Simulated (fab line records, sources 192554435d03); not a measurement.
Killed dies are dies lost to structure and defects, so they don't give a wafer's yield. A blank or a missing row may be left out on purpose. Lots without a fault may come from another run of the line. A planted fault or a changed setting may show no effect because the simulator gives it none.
Which tool did it? | flow n5_finfet | 11 lots, 33 wafers sampled, at 5 steps of a route of 1938

WHAT THE GAUGES READ, wafer by wafer
N5_WELL_APT_OVL_MEAS_09. Usual: NWELL_OVL 2 nm, standard deviation 5.4.
lot  | measured    | on         | NWELL_OVL (nm) | flag
L268 | day 1 13:52 | overlay-01 | 6 -3 3         |
L270 | day 2 01:51 | overlay-01 | 7 8 6          |
L271 | day 2 07:44 | overlay-02 | -5 -7 -10      |
L273 | day 2 19:43 | overlay-01 | 11 5 7         |
L275 | day 3 07:43 | overlay-01 | 1 -5 4         |
L276 | day 3 13:43 | overlay-02 | 3 4 2          |
L277 | day 3 19:52 | overlay-01 | 1 1 -2         |
L280 | day 4 13:43 | overlay-02 | 2 6 -1         |
L283 | day 5 07:46 | overlay-02 | -5 -6 -1       |
L288 | day 6 13:37 | overlay-02 | 7 8 6          |
L290 | day 7 01:50 | overlay-02 | 3 2 5          |

N5_WELL_APT_INSPECT_10: inspects for defects (macro). Usual: raw_defect_count 2.0, standard deviation 1.3.
lot  | measured    | on                | raw_defect_count | flag
L268 | day 1 13:53 | defect_inspect-02 | 3 0 3            |
L270 | day 2 01:53 | defect_inspect-02 | 1 1 3            |
L271 | day 2 07:46 | defect_inspect-02 | 3 2 3            |
L273 | day 2 19:44 | defect_inspect-01 | 3 4 3            |
L275 | day 3 07:44 | defect_inspect-01 | 2 1 2            |
L276 | day 3 13:44 | defect_inspect-01 | 2 3 3            |
L277 | day 3 19:53 | defect_inspect-01 | 5 1 0            |
L280 | day 4 13:44 | defect_inspect-02 | 1 0 1            |
L283 | day 5 07:47 | defect_inspect-01 | 3 1 2            |
L288 | day 6 13:38 | defect_inspect-01 | 5 1 3            |
L290 | day 7 01:52 | defect_inspect-02 | 2 4 1            |

N5_BEOL_M4_RC_MEAS_101. Usual: DIBL_N 36.3 mV/V, standard deviation 1.8; DIBL_P 36.5 mV/V, standard deviation 2.1; IOFF_N 0.16 nA/um, standard deviation 0.031; IOFF_P 0.22 nA/um, standard deviation 0.038; ION_N 677 uA/um, standard deviation 12; ION_P 466 uA/um, standard deviation 7.8; RS_NWELL 1036 ohm/sq, standard deviation 6.1; SS_N 71.5 mV/dec, standard deviation 0.61; SS_P 73.2 mV/dec, standard deviation 0.7; VT_N 249 mV, standard deviation 3; VT_P -248.9 mV, standard deviation 3.
lot  | measured     | on        | DIBL_N (mV/V)  | DIBL_P (mV/V)  | IOFF_N (nA/um) | IOFF_P (nA/um) | ION_N (uA/um) | ION_P (uA/um) | RS_NWELL (ohm/sq) | SS_N (mV/dec)  | SS_P (mV/dec)  | VT_N (mV)   | VT_P (mV)            | flag
L268 | day 8 19:02  | prober-02 | 34.6 36.4 34.8 | 35.1 37.0 34.2 | 0.14 0.17 0.13 | 0.22 0.24 0.21 | 676 682 662   | 472 474 464   | 1030 1026 1038    | 71.2 70.5 71.4 | 73.5 73.3 72.3 | 251 246 252 | -245.7 -246.0 -249.5 |
L270 | day 9 08:14  | prober-02 | 38.2 36.2 39.2 | 38.6 36.3 38.9 | 0.20 0.17 0.22 | 0.24 0.20 0.27 | 693 688 691   | 464 462 466   | 1048 1039 1034    | 72.0 71.4 72.4 | 73.6 72.0 73.8 | 247 250 244 | -246.9 -250.2 -246.2 |
L271 | day 9 09:10  | prober-02 | 35.9 36.7 36.4 | 36.8 37.7 37.2 | 0.15 0.17 0.16 | 0.20 0.22 0.20 | 667 664 687   | 456 459 463   | 1036 1037 1037    | 72.2 72.4 71.9 | 73.3 73.4 73.5 | 250 252 248 | -249.2 -251.5 -251.7 |
L273 | day 10 15:43 | prober-01 | 38.0 38.9 37.6 | 38.8 39.3 37.4 | 0.20 0.21 0.17 | 0.24 0.25 0.22 | 697 705 679   | 470 468 458   | 914 909 906       | 72.1 71.5 71.4 | 74.1 74.0 74.1 | 246 246 249 | -249.7 -250.0 -252.2 | OFF
L276 | day 10 10:07 | prober-02 | 36.3 34.8 38.2 | 36.3 34.0 39.1 | 0.14 0.12 0.18 | 0.18 0.15 0.22 | 665 664 693   | 455 455 465   | 1039 1036 1036    | 71.3 71.0 70.9 | 73.1 72.9 74.1 | 252 256 249 | -255.5 -258.4 -252.0 |
L277 | day 10 18:19 | prober-02 | 34.3 34.2 34.7 | 34.6 35.0 35.8 | 0.14 0.15 0.14 | 0.21 0.21 0.21 | 661 677 662   | 460 472 460   | 910 905 915       | 71.6 71.1 72.2 | 73.9 73.3 73.0 | 251 250 252 | -247.7 -246.4 -247.3 | OFF
L280 | day 11 09:18 | prober-01 | 37.9 34.4 35.5 | 38.5 33.2 34.8 | 0.17 0.11 0.13 | 0.26 0.18 0.20 | 681 655 670   | 468 456 465   | 1036 1033 1029    | 71.8 70.1 70.9 | 73.0 71.7 72.9 | 249 257 253 | -246.4 -253.3 -249.0 |
L283 | day 12 14:08 | prober-02 | 35.1 34.8 37.0 | 36.2 35.9 38.6 | 0.16 0.16 0.20 | 0.21 0.21 0.26 | 657 670 687   | 455 459 471   | 1042 1042 1028    | 71.8 70.6 71.7 | 73.9 72.9 72.8 | 251 250 246 | -250.5 -249.4 -247.5 |
L288 | day 13 12:35 | prober-02 | 33.1 34.5 35.5 | 33.0 34.4 35.7 | 0.12 0.14 0.16 | 0.19 0.21 0.23 | 661 685 669   | 466 470 469   | 1033 1036 1038    | 70.7 70.8 70.9 | 71.9 73.4 72.7 | 255 251 248 | -247.7 -247.6 -248.0 |
L290 | day 14 04:28 | prober-01 | 36.1 36.2 36.2 | 36.8 36.5 37.3 | 0.17 0.16 0.16 | 0.23 0.23 0.25 | 682 682 683   | 469 475 467   | 1033 1044 1032    | 71.8 71.7 71.4 | 73.2 72.9 73.1 | 248 248 249 | -249.1 -246.7 -244.5 |

WHICH TOOL RAN EACH LOT (tool, then ch and the chambers of the sampled wafers, then the start)
lot  | N5_WELL_APT_IMPLANT_14         | N5_WELL_APT_DESCUM_30
L268 | implanter-02 ch 0, day 1 14:03 | rie_diel-01 ch 0,1,2, day 1 15:02
L270 | implanter-01 ch 0, day 2 02:01 | rie_diel-01 ch 0,1,3, day 2 03:22
L271 | implanter-01 ch 0, day 2 07:56 | rie_diel-05 ch 0,1,2, day 2 08:57
L273 | implanter-01 ch 0, day 2 20:08 | rie_diel-02 ch 0,1,3, day 2 21:34
L275 | implanter-01 ch 0, day 3 07:56 | rie_diel-02 ch 0,2, day 3 08:56
L276 | implanter-02 ch 0, day 3 13:52 | rie_diel-01 ch 1,2, day 3 14:53
L277 | implanter-01 ch 0, day 3 20:13 | rie_diel-02 ch 0,3, day 3 21:22
L280 | implanter-02 ch 0, day 4 13:56 | rie_diel-01 ch 0,1, day 4 15:17
L283 | implanter-02 ch 0, day 5 07:56 | rie_diel-02 ch 0,3, day 5 09:12
L288 | implanter-02 ch 0, day 6 13:49 | rie_diel-02 ch 0,1, day 6 15:14
L290 | implanter-02 ch 0, day 7 02:01 | rie_diel-02 ch 1,2,3, day 7 03:10
- N5_WELL_APT_IMPLANT_14
- N5_WELL_APT_DESCUM_30: chemistry O2, time 7.9 s.

WHAT THE TOOLS THEMSELVES READ (means of the sampled wafers that have a number; where no wafer has one, the mark that the record gives instead)
N5_WELL_APT_IMPLANT_14. Usual: dose_ions_cm2 1.5002e+13, standard deviation 1.6e+10; faraday_current_uA 190, standard deviation 3.8; rotation_deg 0.001 degrees, standard deviation 0.019.
lot  | tool         | dose_ions_cm2 | faraday_current_uA | rotation_deg (degrees) | flag
L268 | implanter-02 | 1.5008e+13    | 191                | 0.001                  |
L270 | implanter-01 | 1.4997e+13    | 191                | -0.004                 |
L271 | implanter-01 | 1.5032e+13    | 191                | -0.024                 |
L273 | implanter-01 | 1.8971e+13    | 243                | -0.015                 | OFF
L275 | implanter-01 | 1.8977e+13    | 237                | 0.037                  | OFF
L276 | implanter-02 | 1.4984e+13    | 190                | -0.023                 |
L277 | implanter-01 | 1.8976e+13    | 240                | 0.002                  | OFF
L280 | implanter-02 | 1.4998e+13    | 189                | -0.018                 |
L283 | implanter-02 | 1.5014e+13    | 188                | -0.018                 |
L288 | implanter-02 | 1.5004e+13    | 192                | 0.008                  |
L290 | implanter-02 | 1.4988e+13    | 187                | 0.037                  |

N5_WELL_APT_DESCUM_30. Usual: drypump_motor_current_A 5.9 A, standard deviation 0.61; oes_product_au 0.80 a.u., standard deviation 0.083; rf_vpp_V 243.5 V, standard deviation 1.6; showerhead_plenum_p_Torr 2.11 Torr, standard deviation 0.088; throttle_valve_pct 20.32 %, standard deviation 0.25.
lot  | tool        | drypump_motor_current_A (A) | oes_product_au (a.u.) | rf_vpp_V (V) | showerhead_plenum_p_Torr (Torr) | throttle_valve_pct (%) | flag
L268 | rie_diel-01 | 5.9                         | 0.81                  | 243.6        | 2.12                            | 20.41                  |
L270 | rie_diel-01 | 6.0                         | 0.87                  | 244.6        | 2.12                            | 20.25                  |
L271 | rie_diel-05 | 5.9                         | 0.74                  | 244.2        | 2.14                            | 20.40                  |
L273 | rie_diel-02 | 6.2                         | 0.71                  | 242.6        | 2.04                            | 20.35                  |
L275 | rie_diel-02 | 6.0                         | 0.78                  | 245.2        | 2.15                            | 20.10                  |
L276 | rie_diel-01 | 5.7                         | 0.82                  | 244.5        | 2.16                            | 20.41                  |
L277 | rie_diel-02 | 6.0                         | 0.70                  | 242.9        | 2.05                            | 20.52                  |
L280 | rie_diel-01 | 6.4                         | 0.82                  | 244.5        | 2.18                            | 20.44                  |
L283 | rie_diel-02 | 6.1                         | 0.81                  | 244.0        | 2.19                            | 20.21                  |
L288 | rie_diel-02 | 6.4                         | 0.80                  | 244.8        | 2.18                            | 20.01                  |
L290 | rie_diel-02 | 6.1                         | 0.90                  | 244.3        | 2.19                            | 20.26                  |

THE ANSWER, worked out from the rows above alone
Rule: a lot is off if the mean of its wafers that have a number lies more than 3 standard deviations from the usual mean. A lot without any number at a reading at which 4 lots or more have one is off too. The other lots that the step has rows for count as sound. The gauges are gone through in route order, then the tools' own readings, and for those a lot's mean is taken as printed above. The first step at which some lot is off is used, and at that step the reading that is off furthest; a lot without a number counts as furthest.
Off: L273, L277, at N5_BEOL_M4_RC_MEAS_101 (RS_NWELL). Neither off nor sound, because the step has no rows for them: L275.
A tool fits if, at a process step before that reading, it ran every lot that is off, and no sound lot after the first of them. The gauges at N5_BEOL_M4_RC_MEAS_101 aren't tried: what is off there is off at N5_WELL_APT_IMPLANT_14 too, on other tools, and a gauge's error can't cause that. One fits: implanter-01 at N5_WELL_APT_IMPLANT_14. Its last sound lot is L271 (day 2 07:56), its first lot that is off L273 (day 2 20:08): a fault that began between those two fits.
The tool's own readings at N5_WELL_APT_IMPLANT_14 bear it out: on the lots that are off they differ by more than 5 times the standard deviation of the sound lots' means. dose_ions_cm2 reads 1.8974e+13 there against 1.5003e+13 on the sound lots; faraday_current_uA reads 242 there against 190 on the sound lots.

WHAT THE SIMULATOR HAD PUT IN
Process parameter drift: implanter-01, from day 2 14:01 on, at N5_WELL_APT_IMPLANT_14. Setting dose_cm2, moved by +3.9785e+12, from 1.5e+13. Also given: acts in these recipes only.
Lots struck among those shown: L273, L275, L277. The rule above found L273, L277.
